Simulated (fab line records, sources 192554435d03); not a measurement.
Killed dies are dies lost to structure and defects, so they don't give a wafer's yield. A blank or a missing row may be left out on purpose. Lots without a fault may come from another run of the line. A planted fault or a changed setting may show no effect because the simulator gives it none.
Which tool did it? | flow n5_finfet | 23 lots, 69 wafers sampled, at 6 steps of a route of 1938

WHAT THE GAUGES READ, wafer by wafer
The record holds no reading of a measuring or inspecting step that can be judged against a usual standard deviation.

WHICH TOOL RAN EACH LOT (tool, then ch and the chambers of the sampled wafers, then the start)
lot  | N5_BEOL_M1_ETCH_64                 | N5_BEOL_M1_DESCUM_33               | N5_BEOL_M1_TRENCH_ETCH_37                     | N5_BEOL_M1_ALD_84                   | N5_BEOL_M1_SPUTTER_79        | N5_BEOL_M1_SPUTTER_81
L074 | rie_diel-04 ch 0,1,3, day 6 02:55  | rie_diel-04 ch 0,1,3, day 6 04:02  | rie_diel-04 ch 0,2,3, day 7 06:29 or earlier  | ald_metal-02 ch 0,1,2, day 7 06:29  | pvd_sputter-03, day 7 07:17  | pvd_sputter-03, day 7 07:31
L075 | rie_diel-05 ch 0,1, day 6 14:17    | rie_diel-05 ch 0,2,3, day 6 15:17  | rie_diel-05 ch 0,2, day 7 09:29 or earlier    | ald_metal-03 ch 1,2,3, day 7 09:29  | pvd_sputter-02, day 7 10:09  | pvd_sputter-02, day 7 10:22
L076 | rie_diel-01 ch 1,2,3, day 6 19:42  | rie_diel-05 ch 0,3, day 6 20:44    | rie_diel-01 ch 1,3, day 7 07:26 or earlier    | ald_metal-01 ch 0,1, day 7 07:26    | pvd_sputter-01, day 7 08:47  | pvd_sputter-01, day 7 09:01
L077 | rie_diel-05 ch 1,3, day 7 00:14    | rie_diel-04 ch 1,2, day 7 01:21    | rie_diel-04 ch 0,1, day 7 09:29 or earlier    | ald_metal-02 ch 2,3, day 7 09:29    | pvd_sputter-01, day 7 10:40  | pvd_sputter-01, day 7 10:53
L078 | rie_diel-04 ch 0,1,2, day 7 06:22  | rie_diel-01 ch 1,2,3, day 7 07:18  | rie_diel-01 ch 1,2,3, day 7 09:17 or earlier  | ald_metal-02 ch 1,3, day 7 09:17    | pvd_sputter-03, day 7 09:59  | pvd_sputter-03, day 7 10:12
L079 | rie_diel-05 ch 0,1,3, day 7 10:00  | rie_diel-01 ch 1,2,3, day 7 11:03  | rie_diel-01 ch 0,1,2, day 7 12:39 or earlier  | ald_metal-01 ch 1,3, day 7 12:39    | pvd_sputter-01, day 7 15:10  | pvd_sputter-01, day 7 15:23
L080 | rie_diel-05 ch 0,1,3, day 7 10:16  | rie_diel-04 ch 0,1, day 7 11:14    | rie_diel-01 ch 0,1,3, day 7 17:22 or earlier  | ald_metal-02 ch 2,3, day 7 17:22    | pvd_sputter-01, day 7 18:09  | pvd_sputter-01, day 7 18:22
L081 | rie_diel-05 ch 0,3, day 7 21:49    | rie_diel-04 ch 0,1,2, day 7 22:42  | rie_diel-01 ch 2,3, day 8 13:48 or earlier    | ald_metal-03 ch 0,2, day 8 13:48    | pvd_sputter-03, day 8 14:43  | pvd_sputter-03, day 8 14:56
L082 | rie_diel-01 ch 0,2,3, day 8 02:37  | rie_diel-01 ch 0,1,2, day 8 03:32  | rie_diel-01 ch 0,1,2, day 8 19:17 or earlier  | ald_metal-02 ch 0,1,2, day 8 19:17  | pvd_sputter-02, day 8 20:10  | pvd_sputter-02, day 8 20:23
L083 | rie_diel-01 ch 1,2,3, day 8 13:23  | rie_diel-04 ch 0,1,3, day 8 14:11  | rie_diel-04 ch 0,2, day 8 22:22 or earlier    | ald_metal-03 ch 2,3, day 8 22:22    | pvd_sputter-02, day 8 23:06  | pvd_sputter-02, day 8 23:19
L084 | rie_diel-05 ch 0,1,2, day 8 19:17  | rie_diel-05 ch 0,1,3, day 8 20:22  | rie_diel-05 ch 0,1,3, day 9 13:40 or earlier  | ald_metal-01 ch 0,2, day 9 13:40    | pvd_sputter-03, day 9 14:29  | pvd_sputter-03, day 9 14:42
L085 | rie_diel-04 ch 0,3, day 9 01:19    | rie_diel-04 ch 0,2, day 9 02:08    | rie_diel-01 ch 1,2, day 9 23:25 or earlier    | ald_metal-02 ch 0,2, day 9 23:25    | pvd_sputter-03, day 10 00:28 | pvd_sputter-03, day 10 00:41
L087 | rie_diel-05 ch 0,1,3, day 9 08:09  | rie_diel-01 ch 2,3, day 9 08:56    | rie_diel-01 ch 1,3, day 10 04:37 or earlier   | ald_metal-01 ch 1,3, day 10 04:37   | pvd_sputter-01, day 10 05:25 | pvd_sputter-01, day 10 05:38
L088 | rie_diel-05 ch 0,1,3, day 9 17:32  | rie_diel-05 ch 0,1,3, day 9 18:29  | rie_diel-01 ch 0,1,3, day 10 20:50 or earlier | ald_metal-03 ch 1,2, day 10 20:50   | pvd_sputter-01, day 10 21:44 | pvd_sputter-01, day 10 21:58
L089 | rie_diel-05 ch 1,2,3, day 9 22:10  | rie_diel-04 ch 0,1,2, day 9 23:05  | rie_diel-05 ch 0,1,2, day 11 05:34 or earlier | ald_metal-03 ch 0,2,3, day 11 05:34 | pvd_sputter-03, day 11 06:22 | pvd_sputter-03, day 11 06:35
L090 | rie_diel-01 ch 1,2, day 10 09:47   | rie_diel-01 ch 0,1,2, day 10 10:43 | rie_diel-05 ch 0,2,3, day 11 05:53 or earlier | ald_metal-03 ch 0,1, day 11 05:53   | pvd_sputter-02, day 11 06:55 | pvd_sputter-02, day 11 07:08
L091 | rie_diel-05 ch 0,1,3, day 10 10:28 | rie_diel-05 ch 2,3, day 10 11:16   | rie_diel-01 ch 2,3, day 11 08:56 or earlier   | ald_metal-03 ch 0,2,3, day 11 08:56 | pvd_sputter-01, day 11 09:42 | pvd_sputter-01, day 11 09:55
L092 | rie_diel-04 ch 0,1, day 10 15:57   | rie_diel-04 ch 0,3, day 10 16:52   | rie_diel-01 ch 0,2, day 11 12:05 or earlier   | ald_metal-03 ch 1,2, day 11 12:05   | pvd_sputter-02, day 11 12:56 | pvd_sputter-02, day 11 13:10
L093 | rie_diel-01 ch 0,1,3, day 10 21:20 | rie_diel-04 ch 0,2,3, day 10 22:16 | rie_diel-04 ch 0,1, day 11 15:50 or earlier   | ald_metal-03 ch 0,3, day 11 15:50   | pvd_sputter-02, day 11 17:04 | pvd_sputter-02, day 11 17:17
L094 | rie_diel-05 ch 2,3, day 11 06:19   | rie_diel-05 ch 0,3, day 11 07:09   | rie_diel-04 ch 0,2, day 11 18:55 or earlier   | ald_metal-03 ch 0,1, day 11 18:55   | pvd_sputter-01, day 11 19:55 | pvd_sputter-01, day 11 20:08
L095 | rie_diel-05 ch 0,1,3, day 11 12:13 | rie_diel-04 ch 0,1,2, day 11 13:01 | rie_diel-04 ch 0,1,3, day 12 06:21 or earlier | ald_metal-03 ch 0,1,2, day 12 06:21 | pvd_sputter-01, day 12 07:32 | pvd_sputter-01, day 12 07:45
L096 | rie_diel-05 ch 0,1,2, day 11 15:46 | rie_diel-04 ch 0,1, day 11 16:59   | rie_diel-01 ch 0,1,3, day 12 06:52 or earlier | ald_metal-01 ch 0,2,3, day 12 06:52 | pvd_sputter-02, day 12 09:14 | pvd_sputter-02, day 12 09:28
L097 | rie_diel-01 ch 0,1, day 11 20:18   | rie_diel-04 ch 1,2, day 11 22:22   | rie_diel-04 ch 0,1,2, day 12 11:23 or earlier | ald_metal-02 ch 0,1,3, day 12 11:23 | pvd_sputter-03, day 12 12:10 | pvd_sputter-03, day 12 12:23
- N5_BEOL_M1_ETCH_64: etches SOC in N2/H2, target depth 75 nm, overetch 15 nm, time 112.5 s.
- N5_BEOL_M1_DESCUM_33: chemistry O2, time 7 s.
- N5_BEOL_M1_TRENCH_ETCH_37: etches SiOC in C4F6/O2, target depth 55.207 nm, time 29 s.
- N5_BEOL_M1_ALD_84: deposits TaN, pulse time 2 s, purge time 3 s, co reactant purge time 2 s.
- N5_BEOL_M1_SPUTTER_79: material Cu, target thk 4.5 nm, time 8.29 s.
- N5_BEOL_M1_SPUTTER_81: material Cu, target thk 4.5 nm, time 8.29 s.

WHAT THE TOOLS THEMSELVES READ (means of the sampled wafers that have a number; where no wafer has one, the mark that the record gives instead)
N5_BEOL_M1_ETCH_64. Usual: bias_w 150.0 W, standard deviation 0.45; drypump_motor_current_A 5.5 A, standard deviation 0.52; oes_product_au 0.63 a.u., standard deviation 0.06; rf_vpp_V 523.8 V, standard deviation 2.5; showerhead_plenum_p_Torr 2.55 Torr, standard deviation 0.095; throttle_valve_pct 17.86 %, standard deviation 0.22.
lot  | tool        | bias_w (W) | drypump_motor_current_A (A) | oes_product_au (a.u.) | rf_vpp_V (V) | showerhead_plenum_p_Torr (Torr) | throttle_valve_pct (%) | flag
L074 | rie_diel-04 | 149.5      | 5.8                         | 0.61                  | 522.5        | 2.51                            | 18.05                  |
L075 | rie_diel-05 | 150.0      | 5.1                         | 0.62                  | 527.0        | 2.67                            | 18.05                  |
L076 | rie_diel-01 | 149.9      | 5.9                         | 0.66                  | 524.7        | 2.57                            | 17.70                  |
L077 | rie_diel-05 | 149.8      | 5.3                         | 0.70                  | 523.8        | 2.55                            | 17.81                  |
L078 | rie_diel-04 | 150.4      | 5.7                         | 0.63                  | 522.3        | 2.48                            | 17.83                  |
L079 | rie_diel-05 | 149.7      | 5.2                         | 0.65                  | 526.2        | 2.61                            | 17.93                  |
L080 | rie_diel-05 | 149.5      | 5.2                         | 0.65                  | 525.6        | 2.61                            | 17.93                  |
L081 | rie_diel-05 | 150.2      | 4.8                         | 0.61                  | 524.8        | 2.59                            | 17.93                  |
L082 | rie_diel-01 | 150.0      | 5.8                         | 0.65                  | 524.3        | 2.57                            | 17.89                  |
L083 | rie_diel-01 | 149.9      | 5.9                         | 0.65                  | 525.1        | 2.57                            | 17.71                  |
L084 | rie_diel-05 | 149.6      | 5.4                         | 0.62                  | 524.8        | 2.59                            | 17.94                  |
L085 | rie_diel-04 | 149.9      | 5.8                         | 0.56                  | 522.6        | 2.52                            | 18.19                  |
L087 | rie_diel-05 | 149.6      | 5.2                         | 0.65                  | 526.1        | 2.60                            | 17.95                  |
L088 | rie_diel-05 | 150.1      | 5.2                         | 0.64                  | 524.2        | 2.60                            | 17.95                  |
L089 | rie_diel-05 | 150.0      | 5.5                         | 0.65                  | 523.5        | 2.53                            | 17.83                  |
L090 | rie_diel-01 | 150.2      | 5.8                         | 0.59                  | 525.7        | 2.61                            | 17.80                  |
L091 | rie_diel-05 | 150.5      | 5.2                         | 0.64                  | 525.1        | 2.60                            | 17.97                  |
L092 | rie_diel-04 | 150.4      | 5.8                         | 0.62                  | 522.2        | 2.49                            | 17.99                  |
L093 | rie_diel-01 | 150.1      | 6.2                         | 0.66                  | 525.0        | 2.57                            | 17.84                  |
L094 | rie_diel-05 | 149.9      | 5.2                         | 0.64                  | 521.9        | 2.45                            | 17.71                  |
L095 | rie_diel-05 | 149.9      | 5.2                         | 0.63                  | 525.4        | 2.60                            | 17.98                  |
L096 | rie_diel-05 | 149.9      | 5.4                         | 0.60                  | 524.4        | 2.58                            | 17.98                  |
L097 | rie_diel-01 | 150.5      | 6.1                         | 0.60                  | 526.1        | 2.61                            | 17.90                  |

N5_BEOL_M1_DESCUM_33. Usual: drypump_motor_current_A 5.6 A, standard deviation 0.42; oes_product_au 0.79 a.u., standard deviation 0.078; rf_vpp_V 242.8 V, standard deviation 1.3; showerhead_plenum_p_Torr 2.08 Torr, standard deviation 0.068; throttle_valve_pct 20.51 %, standard deviation 0.23.
lot  | tool        | drypump_motor_current_A (A) | oes_product_au (a.u.) | rf_vpp_V (V) | showerhead_plenum_p_Torr (Torr) | throttle_valve_pct (%) | flag
L074 | rie_diel-04 | 5.7                         | 0.78                  | 243.0        | 2.07                            | 20.63                  |
L075 | rie_diel-05 | 5.1                         | 0.81                  | 243.2        | 2.08                            | 20.49                  |
L076 | rie_diel-05 | 4.9                         | 0.83                  | 243.4        | 2.08                            | 20.33                  |
L077 | rie_diel-04 | 5.6                         | 0.85                  | 241.1        | 2.03                            | 20.41                  |
L078 | rie_diel-01 | 5.8                         | 0.83                  | 243.8        | 2.12                            | 20.34                  |
L079 | rie_diel-01 | 5.9                         | 0.83                  | 243.7        | 2.12                            | 20.35                  |
L080 | rie_diel-04 | 5.8                         | 0.77                  | 243.0        | 2.06                            | 20.58                  |
L081 | rie_diel-04 | 5.7                         | 0.79                  | 242.2        | 2.04                            | 20.44                  |
L082 | rie_diel-01 | 5.8                         | 0.75                  | 244.7        | 2.15                            | 20.53                  |
L083 | rie_diel-04 | 5.8                         | 0.76                  | 242.1        | 2.06                            | 20.66                  |
L084 | rie_diel-05 | 5.2                         | 0.83                  | 243.7        | 2.14                            | 20.55                  |
L085 | rie_diel-04 | 5.7                         | 0.73                  | 243.4        | 2.04                            | 20.45                  |
L087 | rie_diel-01 | 5.5                         | 0.85                  | 242.6        | 2.10                            | 20.27                  |
L088 | rie_diel-05 | 5.2                         | 0.81                  | 242.9        | 2.14                            | 20.55                  |
L089 | rie_diel-04 | 5.7                         | 0.77                  | 242.5        | 2.03                            | 20.45                  |
L090 | rie_diel-01 | 5.8                         | 0.84                  | 243.9        | 2.15                            | 20.44                  |
L091 | rie_diel-05 | 5.2                         | 0.82                  | 241.2        | 2.02                            | 20.36                  |
L092 | rie_diel-04 | 5.8                         | 0.69                  | 242.8        | 2.06                            | 20.69                  |
L093 | rie_diel-04 | 5.7                         | 0.71                  | 242.3        | 2.04                            | 20.54                  |
L094 | rie_diel-05 | 4.9                         | 0.79                  | 243.3        | 2.07                            | 20.39                  |
L095 | rie_diel-04 | 5.7                         | 0.76                  | 242.1        | 2.03                            | 20.46                  |
L096 | rie_diel-04 | 5.8                         | 0.74                  | 242.2        | 2.05                            | 20.62                  |
L097 | rie_diel-04 | 5.6                         | 0.78                  | 241.9        | 2.01                            | 20.32                  |

N5_BEOL_M1_TRENCH_ETCH_37. Usual: bias_w 185.0 W, standard deviation 0.52; drypump_motor_current_A 5.8 A, standard deviation 0.47; oes_product_au 0.80 a.u., standard deviation 0.082; rf_vpp_V 664 V, standard deviation 14; showerhead_plenum_p_Torr 2.85 Torr, standard deviation 0.069; throttle_valve_pct 20.91 %, standard deviation 0.21.
lot  | tool        | bias_w (W) | drypump_motor_current_A (A) | oes_product_au (a.u.) | rf_vpp_V (V) | showerhead_plenum_p_Torr (Torr) | throttle_valve_pct (%) | flag
L074 | rie_diel-04 | 185.2      | 5.7                         | 0.73                  | 659          | 2.80                            | 21.03                  |
L075 | rie_diel-05 | 185.2      | 5.0                         | 0.75                  | 657          | 2.88                            | 20.99                  |
L076 | rie_diel-01 | 185.1      | 6.3                         | 0.85                  | 661          | 2.85                            | 20.88                  |
L077 | rie_diel-04 | 184.7      | 5.8                         | 0.77                  | 670          | 2.80                            | 21.00                  |
L078 | rie_diel-01 | 185.2      | 5.9                         | 0.83                  | 663          | 2.87                            | 20.74                  |
L079 | rie_diel-01 | 184.8      | 5.8                         | 0.76                  | 676          | 2.91                            | 20.87                  |
L080 | rie_diel-01 | 185.2      | 6.2                         | 0.78                  | 672          | 2.89                            | 20.99                  |
L081 | rie_diel-01 | 185.2      | 5.5                         | 0.87                  | 661          | 2.86                            | 20.73                  |
L082 | rie_diel-01 | 184.8      | 5.8                         | 0.76                  | 675          | 2.91                            | 20.88                  |
L083 | rie_diel-04 | 185.2      | 5.7                         | 0.72                  | 660          | 2.79                            | 20.96                  |
L084 | rie_diel-05 | 185.3      | 5.2                         | 0.81                  | 658          | 2.91                            | 20.96                  |
L085 | rie_diel-01 | 184.5      | 5.8                         | 0.76                  | 664          | 2.89                            | 20.67                  |
L087 | rie_diel-01 | 184.6      | 6.2                         | 0.76                  | 663          | 2.87                            | 20.79                  |
L088 | rie_diel-01 | 185.0      | 6.3                         | 0.85                  | 673          | 2.88                            | 20.91                  |
L089 | rie_diel-05 | 184.9      | 5.4                         | 0.77                  | 658          | 2.89                            | 21.07                  |
L090 | rie_diel-05 | 185.3      | 5.1                         | 0.76                  | 655          | 2.82                            | 20.96                  |
L091 | rie_diel-01 | 185.3      | 5.9                         | 0.85                  | 659          | 2.83                            | 20.89                  |
L092 | rie_diel-01 | 185.0      | 5.8                         | 0.90                  | 685          | 2.91                            | 20.89                  |
L093 | rie_diel-04 | 184.3      | 5.8                         | 0.73                  | 669          | 2.79                            | 21.02                  |
L094 | rie_diel-04 | 185.8      | 5.7                         | 0.70                  | 659          | 2.78                            | 20.99                  |
L095 | rie_diel-04 | 184.6      | 5.8                         | 0.73                  | 668          | 2.80                            | 21.13                  |
L096 | rie_diel-01 | 185.1      | 6.2                         | 0.82                  | 672          | 2.88                            | 20.93                  |
L097 | rie_diel-04 | 184.7      | 5.7                         | 0.75                  | 655          | 2.77                            | 20.94                  |

N5_BEOL_M1_ALD_84. Usual: heater_power_w 417 W, standard deviation 53; precursor_vessel_temp_c 74.99 C, standard deviation 0.12.
lot  | tool         | heater_power_w (W) | precursor_vessel_temp_c (C) | flag
L074 | ald_metal-02 | 425                | 75.03                       |
L075 | ald_metal-03 | 422                | 74.96                       |
L076 | ald_metal-01 | 376                | 75.08                       |
L077 | ald_metal-02 | 414                | 75.13                       |
L078 | ald_metal-02 | 418                | 74.89                       |
L079 | ald_metal-01 | 403                | 74.96                       |
L080 | ald_metal-02 | 418                | 75.13                       |
L081 | ald_metal-03 | 356                | 74.94                       |
L082 | ald_metal-02 | 428                | 75.03                       |
L083 | ald_metal-03 | 417                | 74.85                       |
L084 | ald_metal-01 | 374                | 74.96                       |
L085 | ald_metal-02 | 439                | 74.97                       |
L087 | ald_metal-01 | 417                | 75.08                       |
L088 | ald_metal-03 | 425                | 75.00                       |
L089 | ald_metal-03 | 402                | 74.89                       |
L090 | ald_metal-03 | 429                | 74.99                       |
L091 | ald_metal-03 | 406                | 75.00                       |
L092 | ald_metal-03 | 372                | 74.84                       |
L093 | ald_metal-03 | 432                | 74.86                       |
L094 | ald_metal-03 | 455                | 74.99                       |
L095 | ald_metal-03 | 398                | 75.01                       |
L096 | ald_metal-01 | 417                | 75.01                       |
L097 | ald_metal-02 | 439                | 74.95                       |

N5_BEOL_M1_SPUTTER_79. Usual: substrate_temp_c -20.00 C, standard deviation 0.11; throttle_valve_pct 29.8 %, standard deviation 0.94.
lot  | tool           | substrate_temp_c (C) | throttle_valve_pct (%) | flag
L074 | pvd_sputter-03 | -19.94               | 30.2                   |
L075 | pvd_sputter-02 | -20.04               | 28.8                   |
L076 | pvd_sputter-01 | -19.93               | 30.6                   |
L077 | pvd_sputter-01 | -20.03               | 30.0                   |
L078 | pvd_sputter-03 | -19.93               | 30.2                   |
L079 | pvd_sputter-01 | -19.94               | 29.5                   |
L080 | pvd_sputter-01 | -20.02               | 31.0                   |
L081 | pvd_sputter-03 | -20.01               | 30.1                   |
L082 | pvd_sputter-02 | -20.00               | 29.5                   |
L083 | pvd_sputter-02 | -19.89               | 29.2                   |
L084 | pvd_sputter-03 | -19.90               | 30.4                   |
L085 | pvd_sputter-03 | -20.07               | 30.1                   |
L087 | pvd_sputter-01 | -20.00               | 28.5                   |
L088 | pvd_sputter-01 | -19.99               | 30.1                   |
L089 | pvd_sputter-03 | -20.10               | 30.5                   |
L090 | pvd_sputter-02 | -19.94               | 29.3                   |
L091 | pvd_sputter-01 | -19.94               | 30.3                   |
L092 | pvd_sputter-02 | -20.05               | 29.3                   |
L093 | pvd_sputter-02 | -20.03               | 29.5                   |
L094 | pvd_sputter-01 | -19.91               | 30.0                   |
L095 | pvd_sputter-01 | -20.05               | 30.1                   |
L096 | pvd_sputter-02 | -19.99               | 29.2                   |
L097 | pvd_sputter-03 | -20.04               | 30.4                   |

N5_BEOL_M1_SPUTTER_81. Usual: substrate_temp_c -20.00 C, standard deviation 0.11; throttle_valve_pct 29.8 %, standard deviation 0.92.
lot  | tool           | substrate_temp_c (C) | throttle_valve_pct (%) | flag
L074 | pvd_sputter-03 | -20.19               | 30.2                   |
L075 | pvd_sputter-02 | -20.08               | 28.9                   |
L076 | pvd_sputter-01 | -19.88               | 30.4                   |
L077 | pvd_sputter-01 | -19.96               | 29.9                   |
L078 | pvd_sputter-03 | -19.93               | 30.2                   |
L079 | pvd_sputter-01 | -20.10               | 29.7                   |
L080 | pvd_sputter-01 | -19.97               | 31.0                   |
L081 | pvd_sputter-03 | -19.93               | 30.0                   |
L082 | pvd_sputter-02 | -20.02               | 29.6                   |
L083 | pvd_sputter-02 | -19.95               | 29.3                   |
L084 | pvd_sputter-03 | -20.09               | 30.4                   |
L085 | pvd_sputter-03 | -20.00               | 30.0                   |
L087 | pvd_sputter-01 | -19.92               | 28.7                   |
L088 | pvd_sputter-01 | -20.03               | 30.0                   |
L089 | pvd_sputter-03 | -19.98               | 30.4                   |
L090 | pvd_sputter-02 | -20.07               | 29.2                   |
L091 | pvd_sputter-01 | -20.06               | 30.5                   |
L092 | pvd_sputter-02 | -20.10               | 29.2                   |
L093 | pvd_sputter-02 | -20.00               | 29.6                   |
L094 | pvd_sputter-01 | -19.99               | 30.1                   |
L095 | pvd_sputter-01 | -19.93               | 30.2                   |
L096 | pvd_sputter-02 | -19.94               | 29.3                   |
L097 | pvd_sputter-03 | -20.06               | 30.3                   |

THE ANSWER, worked out from the rows above alone
Rule: a lot is off if the mean of its wafers that have a number lies more than 3 standard deviations from the usual mean. A lot without any number at a reading at which 4 lots or more have one is off too. The other lots that the step has rows for count as sound. The gauges are gone through in route order, then the tools' own readings, and for those a lot's mean is taken as printed above. The first step at which some lot is off is used, and at that step the reading that is off furthest; a lot without a number counts as furthest.
No lot is off at any reading shown: from this, nothing can be told.

WHAT THE SIMULATOR HAD PUT IN
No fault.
